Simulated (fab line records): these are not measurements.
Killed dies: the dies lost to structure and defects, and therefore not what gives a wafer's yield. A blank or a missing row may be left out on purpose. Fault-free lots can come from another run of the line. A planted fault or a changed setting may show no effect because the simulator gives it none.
fab line records    flow nand-harc
record lots=6  wafers=18  last-day=32
route steps=1302 shown THIN_TSV@1278
lots with no fault: from the same line, run without faults
start-h: start of the lot's first displayed wafer, in hours after the record's first day    wait-h: hours since the lot's step before    " as in the row above    L1.1+2: one row covering several wafers at once    - either no value or no given start    * or withheld: withheld    < > ~ a bound
route shown NAME@n: NAME is a module with steps in the file, n the number in the route of the first one    usual: mean and standard deviation over wafers with no fault    same: alike in all rows    chamber/n: place in a boat    sites: per-site readings    _std_site: how widely they spread, as a standard deviation    _edge_site: mean of outer sites minus mean of inner sites    radius-mm: for every site, how far away it sits from the centre of the wafer    mask NAME#n: copy n    behind: the most recent tool/chamber to have shaped the wafer    hold: the reason the lot was held/the length of the hold in hours/how it ended    device: the transistor (n, p or np) that didn't switch    end of line: the tests these same wafers got at the end of their route    step lacking rows: just its recipe    killed: dies lost to structure and defects at the first sort, not the wafer's yield    map: dies across one wafer; x = killed, . = not, _ = none there
set.NAME: the run value of the setting; set.NAME@STEP: its run value at that earlier step    model.NAME: the simulator's own value behind a step, which no gauge read
certain route steps with their lots: each step a table, each wafer a row
services: the hour from which a tool's chamber was out of use, counted from the record's first day as start-h (under 0 if before that day), plus the number of hours and why
## steps
# step NHARC_THIN_TSV_SRD_23
# step NHARC_THIN_TSV_DEGAS_53
# recipe temp-c=300  time-s=60
# usual heater-power-w=444/30
# same time-s=60
lot.wafer  tool            chamber  start-h  wait-h  heater-power-w
L142.4     pvd-sputter-03  -        562.48   0.1     497
L142.1     "               -        "        "       455
L142.5     "               -        "        "       489
L149.4     pvd-sputter-01  -        618.60   0.1     405
L149.6     "               -        "        "       519
L149.5     "               -        "        "       443
L150.1     pvd-sputter-01  -        637.57   0.1     411
L150.2     "               -        "        "       448
L150.6     "               -        "        "       496
L157.2     pvd-sputter-02  -        688.40   0.1     463
L157.4     "               -        "        "       450
L157.3     "               -        "        "       412
L160.1     pvd-sputter-02  -        730.95   0.1     447
L160.5     "               -        "        "       445
L160.6     "               -        "        "       403
L158.2     pvd-sputter-03  -        743.04   0.1     405
L158.6     "               -        "        "       426
L158.5     "               -        "        "       437
# step NHARC_THIN_TSV_PRE_CLEAN_54
# recipe time-s=30  temp-c=280  gas=H2/He
# usual heater-power-w=389/26
# same time-s=30
lot.wafer  tool            chamber  start-h  wait-h  heater-power-w
L142.4     pvd-sputter-03  -        562.54   0.1     387
L142.1     "               -        "        "       342
L142.5     "               -        "        "       390
L149.4     pvd-sputter-01  -        618.65   0.0     430
L149.5     "               -        "        "       366
L149.6     "               -        "        "       442
L150.2     pvd-sputter-01  -        637.65   0.0     433
L150.1     "               -        "        "       355
L150.6     "               -        "        "       437
L157.4     pvd-sputter-02  -        688.46   0.0     396
L157.2     "               -        "        "       376
L157.3     "               -        "        "       367
L160.1     pvd-sputter-02  -        731.00   0.0     378
L160.6     "               -        "        "       361
L160.5     "               -        "        "       363
L158.2     pvd-sputter-03  -        743.11   0.1     361
L158.5     "               -        "        "       355
L158.6     "               -        "        "       393
# step NHARC_THIN_TSV_PVD_55
# recipe target-thk-a=500  material=TiN
# step NHARC_THIN_TSV_PVD_24
# recipe target-thk-a=8000  power-w=withheld  chamber-pressure-pa=withheld  substrate-temp-c=withheld  time-s=withheld  gas=Ar  material=Al
# step NHARC_THIN_TSV_DEHYDRATE_25
# recipe temp-c=150  time-s=120
# step NHARC_THIN_TSV_HMDS_26
# recipe time-s=30
# step NHARC_THIN_TSV_COAT_27
# recipe spin-rpm=*
# step NHARC_THIN_TSV_SOFTBAKE_28
# recipe temp-c=122  time-s=95
# step NHARC_THIN_TSV_EBR_29
# step NHARC_THIN_TSV_EXPOSE_30
# recipe na=0.55  dose-mj=11.47  mask-id=PAD
# step NHARC_THIN_TSV_PEB_31
# recipe peb-temp-c=118  peb-time-s=85
# usual chill-plate-temp-C=23.01/0.12  exhaust-pa=45.0/0.92
lot.wafer  tool            chamber  start-h  wait-h  chill-plate-temp-C  exhaust-pa
L142.1     litho-track-05  0        563.39   0.1     22.98               43.8
L142.4     "               0        "        "       22.83               43.4
L142.5     "               0        "        "       22.99               43.4
L149.4     litho-track-07  -        619.61   0.0     -                   -
L149.5     "               -        "        "       -                   -
L149.6     "               -        "        "       -                   -
L150.1     litho-track-05  -        638.62   0.1     -                   -
L150.2     "               -        "        "       -                   -
L150.6     "               -        "        "       -                   -
L157.2     litho-track-05  0        689.44   0.1     22.96               46.4
L157.3     "               0        "        "       23.02               44.9
L157.4     "               0        "        "       22.87               45.2
L160.1     litho-track-02  0        731.84   0.1     22.87               44.5
L160.5     "               0        "        "       22.89               44.8
L160.6     "               0        "        "       23.00               44.4
L158.2     litho-track-02  0        744.09   0.1     23.23               44.3
L158.5     "               0        "        "       23.12               44.7
L158.6     "               0        "        "       23.05               44.5
# step NHARC_THIN_TSV_DEVELOP_32
# recipe time-s=70
## services
tool            chamber  start-h  hours  kind
pvd-sputter-01  -        553.70   2.7    repair
pvd-sputter-01  -        570.31   2.8    repair
litho-track-02  -        577.00   7.0    pm
pvd-sputter-01  -        582.00   10.0   pm
litho-track-07  -        601.00   7.0    pm
pvd-sputter-02  -        638.07   10.0   pm
litho-track-05  -        649.00   7.0    pm
pvd-sputter-03  -        713.22   10.0   pm
## key
first-sign step=NHARC_THIN_TSV_PEB_31  reading=tool-record  direction=missing
effect none on later readings
met-at NHARC_THIN_TSV_PEB_31
struck-wafers L149.4,L149.5,L149.6,L150.1,L150.2,L150.6
later-rows-left-out L149.4,L149.5,L149.6,L150.1,L150.2,L150.6
sort-left-out L149.4,L149.5,L149.6,L150.1,L150.2,L150.6
onset-between 563.39 619.61
fault kind=skipped-step-whole  tool=litho-track-05,litho-track-07  chamber=-  onset-h=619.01  steps=NHARC_THIN_TSV_PEB_31  scope=struck-lots-only
# sort-left-out: the simulated sort isn't trusted on such a fault, so these wafers' sort isn't shown, and their yield isn't known
# later-rows-left-out: the simulator's readings of these wafers behind a module that went badly wrong aren't trusted and aren't shown, but for the sort
